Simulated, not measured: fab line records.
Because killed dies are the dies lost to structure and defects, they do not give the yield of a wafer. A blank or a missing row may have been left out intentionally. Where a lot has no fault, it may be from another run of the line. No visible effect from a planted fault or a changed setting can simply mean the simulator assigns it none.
Which tool is to blame? | flow n5 finfet | 8 lots with 22 wafers sampled at 3 steps, on a route of 1938 steps

WHAT EACH GAUGE READ, for each wafer
N5_BEOL_M14_OCD_MEAS_35.
lot  | measured     | on     | trench depth nm (nm)
L712 | day 12 02:02 | ocd-02 | 548 531 568
L713 | day 12 20:17 | ocd-01 | 557 152
L715 | day 13 18:58 | ocd-01 | 563 155
L725 | day 15 12:23 | ocd-01 | 560 564 560
L728 | day 16 13:36 | ocd-02 | 581 585 539
L729 | day 16 20:01 | ocd-02 | 569 575 571
L731 | day 17 05:08 | ocd-02 | 558 549 550
L732 | day 17 10:52 | ocd-02 | 559 564 569

WHAT TOOL EACH LOT RAN ON (gives the tool, then ch and the chambers of the sampled wafers, and finally the start)
lot  | N5_BEOL_M14_DESCUM_33              | N5_BEOL_M14_TRENCH_ETCH_34
L712 | rie diel-04 ch 1,2,3, day 12 01:26 | rie diel-04 ch 1,2,3, day 12 01:53
L713 | rie diel-04 ch 0,3, day 12 19:41   | rie diel-04 ch 0,3, day 12 20:08
L715 | rie diel-04 ch 0,1, day 13 18:22   | rie diel-04 ch 0,1, day 13 18:49
L725 | rie diel-01 ch 1,3, day 15 11:47   | rie diel-01 ch 1,3, day 15 12:14
L728 | rie diel-06 ch 0,1,3, day 16 12:59 | rie diel-06 ch 0,1,3, day 16 13:27
L729 | rie diel-01 ch 1,3, day 16 19:24   | rie diel-01 ch 1,3, day 16 19:51
L731 | rie diel-04 ch 0,2,3, day 17 04:31 | rie diel-04 ch 0,2,3, day 17 04:59
L732 | rie diel-04 ch 0,1,2, day 17 10:15 | rie diel-04 ch 0,1,2, day 17 10:42
- N5_BEOL_M14_DESCUM_33: chemistry O2, time 7.9 s.
- N5_BEOL_M14_TRENCH_ETCH_34: etches SiO2 in C4F8/O2/Ar, target depth 556.65 nm, time 126.9 s.

THE ANSWER, worked out from the rows above alone
Rule: the usual values come from the lots themselves. Put in order of their means at a reading, lots are off if they are a third of the lots or fewer, leave a main group of 4 or more, and stand apart from it by a gap of 3 or more times the standard deviation of the main group's means; of several such gaps the widest counts. If all means in a main group match to the digits the tables above print for the reading, that group is not used. Also off: a lot with no number at a reading for which 4 or more lots have one. The other lots that the step has rows for count as sound.
Off, at N5_BEOL_M14_OCD_MEAS_35 on trench depth nm: L713, L715. The main group has a mean of 561 nm with a standard deviation of 8.1.
A tool fits if, at a process step before that reading, it ran every lot that is off, and no sound lot after the first of them. Those tools and the gauges at N5_BEOL_M14_OCD_MEAS_35 are tried in the same way. None of those tried fits.

WHAT THE SIMULATOR HAD INSERTED
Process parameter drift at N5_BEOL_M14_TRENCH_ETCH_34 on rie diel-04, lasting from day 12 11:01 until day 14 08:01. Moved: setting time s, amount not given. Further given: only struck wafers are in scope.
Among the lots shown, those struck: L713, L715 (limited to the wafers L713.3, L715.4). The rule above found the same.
